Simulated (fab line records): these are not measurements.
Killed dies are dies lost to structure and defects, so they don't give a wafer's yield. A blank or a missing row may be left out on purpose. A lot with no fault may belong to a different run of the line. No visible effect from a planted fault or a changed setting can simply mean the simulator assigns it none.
fab line records	flow n5-finfet
[record] lots = 5	wafers = 15	last-day = 18
route steps=1938 shown BEOL_M7@1271
lots with no fault: from the same line, run without faults
start-h: start of the lot's first displayed wafer, in hours after the record's first day	wait-h: hours from the lot's prior step to this one	" as in the row above	L1.1+2: one row covering several wafers at once	- value missing, or start not given	* or withheld: withheld	< > ~ a bound
route shown NAME@n: names a module that has steps shown in the file, with the first one's number in the route	usual: average and standard deviation across the fault-free wafers	same: alike in all rows	chamber/n: place in a boat	sites: per-site readings	_std_site: the values' standard deviation	_edge_site: outer sites' mean less inner sites'	radius-mm: how far each site lies from the wafer's centre	mask NAME#n: copy n	behind: the last tool/chamber to shape the wafer	hold: why the lot went on hold/how many hours it stayed there/how the hold came to an end	device: transistor that didn't switch, given as n, p or np	end of line: the tests these same wafers got at the end of their route	a step given without rows: its recipe and nothing more	killed: dies that structure and defects cost at the first sort, which is not the same as the wafer's yield	map: dies across one wafer; x = killed, . = not, _ = none there
set.NAME: the run value of the setting; set.NAME@STEP: its run value at that earlier step	model.NAME: the simulator's own value behind a step, which no gauge read
lots at selected steps of the route; one table per step, one row per wafer
services: a tool's chamber out of use, with start hour (start-h, from the record's first day; less than 0 if before it), hours out, and reason
[[steps]]
[step N5_BEOL_M7_EBR_07]
[recipe] solvent = PGMEA	ebr-width-mm = 1.5
[usual] resist-line-temp-C = 23.04/0.11
lot.wafer	tool	chamber	start-h	wait-h	resist-line-temp-C
L080.1	litho-track-04	0	-	-	23.10
L080.3	"	0	"	"	22.98
L080.4	"	0	"	"	23.03
L093.1	litho-track-05	0	-	-	22.99
L093.2	"	0	"	"	22.85
L093.4	"	0	"	"	23.10
L094.1	litho-track-04	0	-	-	23.13
L094.4	"	0	"	"	23.13
L094.6	"	0	"	"	23.14
L095.2	litho-track-03	0	-	-	22.93
L095.3	"	0	"	"	23.05
L095.5	"	0	"	"	22.94
L091.1	litho-track-03	0	-	-	22.99
L091.2	"	0	"	"	22.85
L091.6	"	0	"	"	23.09
[step N5_BEOL_M7_SOFTBAKE_06]
[recipe] temp-c = 110	time-s = 60	resist = CAR-ArF
[usual] resist-line-temp-C = 23.00/0.11
lot.wafer	tool	chamber	start-h	wait-h	resist-line-temp-C
L080.1	litho-track-04	0	-	-	23.02
L080.3	"	0	"	"	23.15
L080.4	"	0	"	"	23.17
L093.1	litho-track-05	0	-	-	22.94
L093.2	"	0	"	"	23.07
L093.4	"	0	"	"	23.03
L094.1	litho-track-04	0	-	-	23.04
L094.4	"	0	"	"	23.11
L094.6	"	0	"	"	23.00
L095.2	litho-track-03	0	-	-	23.05
L095.3	"	0	"	"	22.99
L095.5	"	0	"	"	22.97
L091.1	litho-track-03	0	-	-	22.95
L091.2	"	0	"	"	22.95
L091.6	"	0	"	"	22.96
[step N5_BEOL_M7_EXPOSE_08]
[recipe] mask-id = M7	na = 1.35	source-shape = dipole	sigma-inner = 0.817	sigma-outer = 0.97	polarization = te	dose-mj = 68.25
[usual] reticle-temp-C = 23.01/0.14
lot.wafer	tool	chamber	start-h	wait-h	mask	reticle-temp-C
L080.1	arfi-scanner-02	0	230.29	-	M7#0	23.01
L080.3	"	0	"	"	M7#0	22.85
L080.4	"	0	"	"	M7#0	22.87
L093.1	arfi-scanner-01	0	306.88	-	M7#0	22.92
L093.2	"	0	"	"	M7#0	22.81
L093.4	"	0	"	"	M7#0	22.83
L094.1	arfi-scanner-03	0	318.35	-	M7#0	22.97
L094.4	"	0	"	"	M7#0	22.99
L094.6	"	0	"	"	M7#0	23.04
L095.2	arfi-scanner-01	0	326.65	-	M7#0	23.25
L095.3	"	0	"	"	M7#0	22.93
L095.5	"	0	"	"	M7#0	22.96
L091.1	arfi-scanner-02	0	347.64	-	M7#0	22.94
L091.2	"	0	"	"	M7#0	22.90
L091.6	"	0	"	"	M7#0	22.92
[step N5_BEOL_M7_PEB_09]
[recipe] peb-temp-c = withheld	peb-time-s = 60	resist = CAR-ArF
[usual] resist-line-temp-C = 23.00/0.1
lot.wafer	tool	chamber	start-h	wait-h	resist-line-temp-C
L080.1	litho-track-04	0	230.36	0.1	22.97
L080.3	"	0	"	"	22.98
L080.4	"	0	"	"	23.12
L093.1	litho-track-03	0	306.94	0.1	23.03
L093.2	"	0	"	"	23.01
L093.4	"	0	"	"	22.84
L094.1	litho-track-05	0	318.41	0.1	22.99
L094.4	"	0	"	"	23.18
L094.6	"	0	"	"	23.05
L095.2	litho-track-04	0	326.70	0.0	23.05
L095.3	"	0	"	"	22.97
L095.5	"	0	"	"	23.03
L091.1	litho-track-05	0	347.70	0.1	23.04
L091.2	"	0	"	"	22.97
L091.6	"	0	"	"	23.06
[step N5_BEOL_M7_DEVELOP_10]
[recipe] develop-time-s = 30	developer = TMAH	resist = CAR-ArF	rinse-liquid = diw	dry = air-spin	dev-temp-c = 23
[usual] developer-temp-C = 23.01/0.11	resist-line-temp-C = 23.00/0.12
[same] develop-time-s = 30
lot.wafer	tool	chamber	start-h	wait-h	developer-temp-C	resist-line-temp-C
L080.1	litho-track-04	0	-	-	23.01	23.08
L080.3	"	0	"	"	22.89	23.01
L080.4	"	0	"	"	22.93	23.18
L093.1	litho-track-03	0	-	-	23.07	23.08
L093.2	"	0	"	"	22.90	22.97
L093.4	"	0	"	"	23.13	22.94
L094.1	litho-track-05	0	-	-	23.30	23.13
L094.4	"	0	"	"	23.20	23.12
L094.6	"	0	"	"	23.01	23.16
L095.2	litho-track-04	0	-	-	22.86	23.04
L095.3	"	0	"	"	22.81	23.14
L095.5	"	0	"	"	22.93	23.15
L091.1	litho-track-05	0	-	-	23.00	22.89
L091.2	"	0	"	"	23.09	22.91
L091.6	"	0	"	"	23.11	23.28
[step N5_BEOL_M7_CD_MEAS_11]
[recipe] target-cd-nm = 38.5	landing-energy-ev = 500	detector = se-inlens	polarity = opening
[usual] cd-nm = 38.5/0.55
lot.wafer	tool	chamber	start-h	wait-h	cd-nm
L080.1	cd-sem-03	0	230.42	-	38.7
L080.3	"	0	"	"	39.0
L080.4	"	0	"	"	38.3
L093.1	cd-sem-01	0	307.01	-	38.0
L093.2	"	0	"	"	38.8
L093.4	"	0	"	"	38.4
L094.1	cd-sem-03	0	318.48	-	39.2
L094.4	"	0	"	"	39.1
L094.6	"	0	"	"	38.9
L095.2	cd-sem-02	0	326.77	-	38.8
L095.3	"	0	"	"	38.9
L095.5	"	0	"	"	38.7
L091.1	cd-sem-01	0	347.77	-	37.6
L091.2	"	0	"	"	38.8
L091.6	"	0	"	"	38.5
[step N5_BEOL_M7_OVL_MEAS_12]
[recipe] points-per-wafer = 44
[usual] M7_OVL = -0.2/0.83
lot.wafer	tool	chamber	start-h	wait-h	M7_OVL[nm]
L080.1	overlay-02	0	230.45	0.0	-0.9
L080.3	"	0	"	"	-0.1
L080.4	"	0	"	"	1.5
L093.1	overlay-02	0	307.04	0.0	0.0
L093.2	"	0	"	"	0.5
L093.4	"	0	"	"	0.2
L094.1	overlay-01	0	318.51	0.0	0.9
L094.4	"	0	"	"	-0.7
L094.6	"	0	"	"	-1.4
L095.2	overlay-01	0	326.80	0.0	0.4
L095.3	"	0	"	"	0.1
L095.5	"	0	"	"	-0.4
L091.1	overlay-01	0	347.80	0.0	0.5
L091.2	"	0	"	"	-2.1
L091.6	"	0	"	"	-1.5
[step N5_BEOL_M7_INSPECT_13]
[recipe] mode = adi	inspect-instrument = brightfield
[usual] raw-defect-count = 470/110
lot.wafer	tool	chamber	start-h	wait-h	raw-defect-count
L080.1	defect-inspect-02	-	230.48	0.0	637
L080.3	"	-	"	"	428
L080.4	"	-	"	"	626
L093.1	defect-inspect-02	-	307.07	0.0	506
L093.2	"	-	"	"	495
L093.4	"	-	"	"	621
L094.1	defect-inspect-02	-	318.53	0.0	610
L094.4	"	-	"	"	606
L094.6	"	-	"	"	476
L095.2	defect-inspect-01	-	326.83	0.0	408
L095.3	"	-	"	"	527
L095.5	"	-	"	"	583
L091.1	defect-inspect-01	-	347.82	0.0	503
L091.2	"	-	"	"	586
L091.6	"	-	"	"	621
[step N5_BEOL_M7_DESCUM_16]
[recipe] chemistry = O2	time-s = 7.9	source-power-w = 50	bias-power-w = 20	pressure-mtorr = 20	rf-frequency-hz = 2.712e+07	temp-c = 40	resist = CAR-ArF	o2-flow-sccm = 225
[usual] bias-power-w = 20.00/0.052	drypump-motor-current-A = 5.9/0.41	o2-flow-sccm = 225.0/0.68	oes-product-au = 0.80/0.085	rf-vpp-V = 243.5/1.4	showerhead-plenum-p-Torr = 2.11/0.075	throttle-valve-pct = 20.54/0.21
lot.wafer	tool	chamber	start-h	wait-h	bias-power-w	drypump-motor-current-A	o2-flow-sccm	oes-product-au	rf-hours-counter-h	rf-vpp-V	showerhead-plenum-p-Torr	throttle-valve-pct
L080.1	rie-diel-05	3	230.62	0.1	20.09	5.1	224.5	0.96	11	244.9	2.23	20.29
L080.3	"	2	"	"	19.92	5.0	225.5	0.85	58	242.4	2.04	20.60
L080.4	"	0	"	"	20.04	6.8	225.0	0.82	115	244.2	2.20	20.29
L093.1	rie-diel-03	0	308.20	1.1	19.99	5.9	224.6	0.77	129	244.2	2.13	20.73
L093.2	"	3	"	"	19.98	5.6	225.0	0.70	216	243.6	2.06	20.51
L093.4	"	1	"	"	20.00	6.1	224.6	0.71	-	243.1	2.08	20.53
L094.1	rie-diel-03	1	318.83	0.3	20.03	6.1	224.7	0.72	207	242.9	2.08	20.55
L094.4	"	1	"	"	19.98	6.1	224.9	0.71	-	241.5	2.08	20.55
L094.6	"	3	"	"	20.03	5.6	225.4	0.70	-	242.9	2.05	20.50
L095.2	rie-diel-03	0	328.24	1.4	19.98	5.9	225.5	0.76	139	243.5	2.12	20.73
L095.3	"	2	"	"	20.02	6.1	224.2	0.98	4	244.4	2.15	20.46
L095.5	"	3	"	"	20.00	5.7	224.7	0.70	-	241.3	2.05	20.52
L091.1	rie-diel-05	0	348.34	0.5	19.98	6.8	225.1	0.78	145	245.7	2.18	20.32
L091.2	"	3	"	"	20.09	5.1	226.1	0.88	39	243.4	2.22	20.34
L091.6	"	1	"	"	19.97	5.4	224.9	0.73	-	242.1	1.98	20.34
[step N5_BEOL_M7_ETCH_61]
[recipe] chemistry = CF4	target = SiARC	target-depth-a = 455	mask-material = CAR-ArF	time-s = 75.8	ion-energy-ev = 80	pressure-mtorr = 40	source-w = 545	bias-w = 36	Ar_flow_sccm = 100	cf4-flow-sccm = 100	ends = cleared
[usual] drypump-motor-current-A = 5.9/0.4	etch-rf-on-time-s = 76.4/1.9	oes-product-au = 0.68/0.071	rf-vpp-V = 184.3/1.2	showerhead-plenum-p-Torr = 2.16/0.068	throttle-valve-pct = 15.73/0.16
lot.wafer	tool	chamber	start-h	wait-h	drypump-motor-current-A	etch-rf-on-time-s	oes-product-au	rf-hours-counter-h	rf-vpp-V	showerhead-plenum-p-Torr	throttle-valve-pct
L080.1	rie-diel-05	3	230.65	0.0	5.1	74.4	0.80	11	185.5	2.27	15.44
L080.3	"	2	"	"	5.0	73.5	0.74	58	183.8	2.09	15.69
L080.4	"	0	"	"	6.8	76.6	0.69	115	184.4	2.24	15.48
L093.1	rie-diel-03	0	308.23	0.0	5.9	76.3	0.66	129	183.6	2.16	15.70
L093.2	"	3	"	"	5.6	77.5	0.59	216	184.5	2.13	15.86
L093.4	"	1	"	"	6.1	77.3	0.61	-	183.5	2.13	15.74
L094.1	rie-diel-03	1	318.86	0.0	6.1	77.4	0.61	207	183.2	2.13	15.76
L094.4	"	1	"	"	6.1	76.6	0.60	-	183.5	2.13	15.76
L094.6	"	3	"	"	5.7	76.7	0.59	-	183.6	2.13	15.86
L095.2	rie-diel-03	0	328.28	0.0	5.9	76.0	0.65	139	184.2	2.15	15.73
L095.3	"	2	"	"	6.1	74.6	0.83	4	185.3	2.20	15.53
L095.5	"	3	"	"	5.6	76.3	0.60	-	182.4	2.13	15.87
L091.1	rie-diel-05	0	348.37	0.0	6.8	76.4	0.66	145	184.0	2.23	15.53
L091.2	"	3	"	"	5.1	73.2	0.76	39	186.9	2.26	15.49
L091.6	"	1	"	"	5.4	74.9	0.63	-	183.3	2.03	15.61
[step N5_BEOL_M7_ETCH_62]
[recipe] chemistry = N2/H2	target = SOC	target-depth-a = 1100	overetch-a = 220	mask-material = SiARC	temp-c = 40	time-s = 165	ion-energy-ev = 200	pressure-mtorr = 30	source-w = 840	bias-w = 150	n2-flow-sccm = 200	h2-flow-sccm = 200
[usual] drypump-motor-current-A = 5.9/0.41	oes-product-au = 0.68/0.066	rf-vpp-V = 524.5/2.5	showerhead-plenum-p-Torr = 2.57/0.088	throttle-valve-pct = 17.96/0.24
lot.wafer	tool	chamber	start-h	wait-h	drypump-motor-current-A	oes-product-au	rf-hours-counter-h	rf-vpp-V	showerhead-plenum-p-Torr	throttle-valve-pct
L080.1	rie-diel-05	3	230.71	0.0	5.1	0.78	11	528.5	2.72	17.74
L080.3	"	2	"	"	5.1	0.72	59	522.7	2.49	18.12
L080.4	"	0	"	"	6.8	0.69	115	527.3	2.66	17.66
L093.1	rie-diel-03	0	308.29	0.0	5.9	0.66	129	523.2	2.56	17.98
L093.2	"	3	"	"	5.6	0.60	216	521.5	2.51	17.91
L093.4	"	1	"	"	6.1	0.60	-	523.3	2.51	17.89
L094.1	rie-diel-03	1	318.92	0.0	6.1	0.60	207	523.7	2.51	17.91
L094.4	"	1	"	"	6.1	0.60	-	523.6	2.51	17.91
L094.6	"	3	"	"	5.6	0.59	-	522.2	2.51	17.92
L095.2	rie-diel-03	0	328.33	0.0	5.9	0.65	139	524.4	2.56	17.99
L095.3	"	2	"	"	6.1	0.82	4	526.5	2.61	17.73
L095.5	"	3	"	"	5.7	0.59	-	522.8	2.51	17.92
L091.1	rie-diel-05	0	348.43	0.0	6.8	0.67	145	526.2	2.65	17.71
L091.2	"	3	"	"	5.1	0.73	39	528.7	2.71	17.79
L091.6	"	1	"	"	5.4	0.62	-	521.4	2.41	17.76
[[services]]
tool	chamber	start-h	hours	kind
arfi-scanner-03	-	211.16	0.8	pm
arfi-scanner-01	-	219.31	0.8	pm
arfi-scanner-02	-	224.67	1.0	pm
arfi-scanner-03	-	229.20	1.3	pm
arfi-scanner-02	0	230.92	-	calibration
arfi-scanner-02	-	233.05	1.3	pm
arfi-scanner-02	-	235.88	0.8	pm
arfi-scanner-01	-	246.55	0.9	repair
arfi-scanner-03	-	259.87	0.3	repair
litho-track-04	-	262.17	-	consumable-replace:filter
litho-track-04	-	272.27	-	consumable-replace:filter
rie-diel-03	-	272.44	14.6	pm
arfi-scanner-03	-	282.17	1.0	pm
arfi-scanner-03	-	287.57	0.9	repair
rie-diel-03	2	302.30	-	clean
rie-diel-03	2	302.30	-	consumable-replace:focus-ring
rie-diel-03	2	302.30	18.9	scheduled-down
rie-diel-03	2	302.30	18.9	vent-cycle
arfi-scanner-01	-	310.16	1.0	pm
arfi-scanner-01	-	311.54	1.3	pm
rie-diel-05	3	311.98	18.2	repair
arfi-scanner-01	-	313.44	3.4	repair
rie-diel-05	2	324.13	30.9	repair
arfi-scanner-02	-	328.80	1.3	repair
[[key]]
fault none
